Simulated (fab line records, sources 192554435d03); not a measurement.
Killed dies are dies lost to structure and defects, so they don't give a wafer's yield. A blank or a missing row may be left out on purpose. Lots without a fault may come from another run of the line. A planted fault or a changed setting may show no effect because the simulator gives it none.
A struck lot beside a sound one | flow n5_finfet | 16 steps out of a route of 1938
Sound: wafers L593.2, L593.3, L593.5. Struck: wafers L603.1, L603.2, L603.5. The cause comes at the end.
At each step with rows: each side's tool, then ch and its chambers, then its first start. Under that, the readings that differ: sound wafers | struck wafers | difference of the means | sigmas: that difference in standard deviations of wafers without a fault.
alike: readings whose means differ by less than 2 such deviations, and words and numbers that are the same on both sides. not compared: withheld readings, readings that some wafer has no value for, bounds like >300 that may hide the same value, and numbers for which the record gives no deviation and whose values overlap.
The two part at a step that has a row with sigmas, a row that says differs or no value, or rows on one side only. Numbers that don't overlap but have no deviation are shown without sigmas and don't part them. A reading that every wafer of one side lacks parts them only if that side has two wafers or more.

first, 6 steps without rows for these wafers: N5_BEOL_M1_COAT_05 (resist thk 30 nm); N5_BEOL_M1_EBR_07; N5_BEOL_M1_SOFTBAKE_06 (time 60 s); N5_BEOL_M1_EXPOSE_08 (exposes mask M1); N5_BEOL_M1_PEB_09 (peb time 60 s); N5_BEOL_M1_DEVELOP_10 (develop time 30 s).
N5_BEOL_M1_CD_MEAS_11: target cd 17.05 nm.
  sound on cd_sem-02 ch 0, day 9 00:12; struck on cd_sem-01 ch 0, day 11 06:11
  alike: cd_nm
N5_BEOL_M1_OVL_MEAS_12:
  sound on overlay-01 ch 0, day 9 00:14; struck on overlay-02 ch 0, day 11 06:13
  alike: M1_OVL
N5_BEOL_M1_INSPECT_13: inspects for defects (brightfield).
  sound on defect_inspect-01, day 9 00:17; struck on defect_inspect-01, day 11 06:16
  alike: raw_defect_count
N5_BEOL_M1_DESCUM_16: chemistry O2, time 7 s.
  sound on rie_diel-06 ch 2,3, day 9 00:19; struck on rie_diel-06 ch 0,1, day 11 06:38
  alike: drypump_motor_current_A, oes_product_au, rf_vpp_V, showerhead_plenum_p_Torr, throttle_valve_pct
  not compared: rf_hours_counter_h
N5_BEOL_M1_ETCH_74: etches underlayer in N2/H2, target depth 6.5 nm, time 5.2 s.
  sound on rie_diel-06 ch 2,3, day 9 00:21; struck on rie_diel-06 ch 0,1, day 11 06:40
  alike: bias_w, drypump_motor_current_A, etch_rf_on_time_s, h2_flow_sccm, oes_product_au, rf_vpp_V, showerhead_plenum_p_Torr, throttle_valve_pct
  not compared: rf_hours_counter_h
N5_BEOL_M1_ETCH_63: etches SiARC in CF4, target depth 15.6 nm, time 26 s.
  sound on rie_diel-06 ch 2,3, day 9 00:22; struck on rie_diel-06 ch 0,1, day 11 06:41
  alike: bias_w, cf4_flow_sccm, drypump_motor_current_A, etch_rf_on_time_s, oes_product_au, rf_vpp_V, showerhead_plenum_p_Torr, throttle_valve_pct
  not compared: rf_hours_counter_h
N5_BEOL_M1_ETCH_64: etches SOC in N2/H2, target depth 75 nm, overetch 15 nm, time 112.5 s.
  sound on rie_diel-06 ch 2,3, day 9 00:24; struck on rie_diel-06 ch 0,1, day 11 06:43
  reading                                    | sound             | struck            | difference | sigmas
  bias_w (W)                                 | 150.3 150.5 151.1 | 134.4 133.9 134.2 | -16.5      | -40
  rf_vpp_V (V)                               | 524.8 524.1 524.7 | 486.7 486.1 487.1 | -37.9      | -18
  model.SiARC_of_BEOL_M1_COAT_62.thk_nm (nm) | 6.6 7 7           | 7.4 8 7.4         | +0.7       |
  alike: drypump_motor_current_A, h2_flow_sccm, oes_product_au, showerhead_plenum_p_Torr, throttle_valve_pct
  not compared: rf_hours_counter_h
then, 1 step without rows for these wafers: N5_BEOL_M1_STRIP_65 (strips in N2/H2).
-- the record jumps here: 2 days lie between the struck wafers' starts before and after (it left off in module BEOL_M1 and takes up again in module BEOL_M4, whose first step shown is number 1111 of the route) --
N5_BEOL_M4_RC_MEAS_101:
  sound on prober-02 ch 0, day 11 04:28; struck on prober-02 ch 0, day 13 18:38
  alike: DIBL_N, DIBL_P, IOFF_N, IOFF_P, ION_N, ION_P, SS_N, SS_P, VT_N, VT_P
then, 1 step without rows for these wafers: N5_PASSIVATION_PROBE_49.

WHERE THEY PART
Only at N5_BEOL_M1_ETCH_64, within this record. Later steps at which nothing parts them and some readings are alike: N5_BEOL_M4_RC_MEAS_101.

WHY: what the simulator had put in
Process parameter drift: rie_diel-06, from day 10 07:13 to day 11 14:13, at N5_BEOL_M1_ETCH_64. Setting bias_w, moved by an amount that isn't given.
